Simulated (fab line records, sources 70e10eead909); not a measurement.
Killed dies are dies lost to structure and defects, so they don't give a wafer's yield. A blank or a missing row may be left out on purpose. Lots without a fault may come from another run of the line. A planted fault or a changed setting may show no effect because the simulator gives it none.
Chamber matching | flow nand_harc | NHARC_A_STAIRCASE_DEP_156 on pecvd-04: 3 sister chambers
The step deposits SiNx, target thk 50 nm. 3 wafers are shown with their chamber, then 8 later ones without.

WAFERS WITH THEIR CHAMBER
wafer  | chamber | heater_power_w (W)
L093.2 | 2       | 598
L093.3 | 0       | 699
L094.4 | 1       | 606

WAFERS WITHOUT THEIR CHAMBER
wafer  | heater_power_w (W)
L094.5 | 618
L094.6 | 694
L095.2 | 627
L095.3 | 657
L095.6 | 713
L097.3 | 723
L097.4 | 634
L097.6 | 631

WHICH CHAMBER EACH WENT THROUGH
wafer  | from the rows above          | in truth
L094.5 | can't be placed: 1 or 2      | 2
L094.6 | 0                            | 0
L095.2 | can't be placed: 1 or 2      | 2
L095.3 | can't be placed: 0 or 1 or 2 | 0
L095.6 | 0                            | 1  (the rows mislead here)
L097.3 | 0                            | 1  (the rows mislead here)
L097.4 | can't be placed: 1 or 2 or 0 | 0
L097.6 | can't be placed: 1 or 2 or 0 | 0
Placed correctly: 1 of 8. Can't be placed from these rows: 5 (the true chamber is among the candidates in 5). Placed wrongly: 2.
How it was worked out, from the rows above alone: a wafer's distance from a chamber is the root of the sum, over the readings, of the square of ((its reading less the chamber's mean) divided by the reading's scatter). The wafer belongs to the nearest chamber; if the next one is less than 2 further off, it can't be placed. A chamber's mean is the mean of its shown wafers. The scatter: with one shown wafer a chamber, the root of the mean of the squares of how far each hidden wafer lies from its nearest shown one.
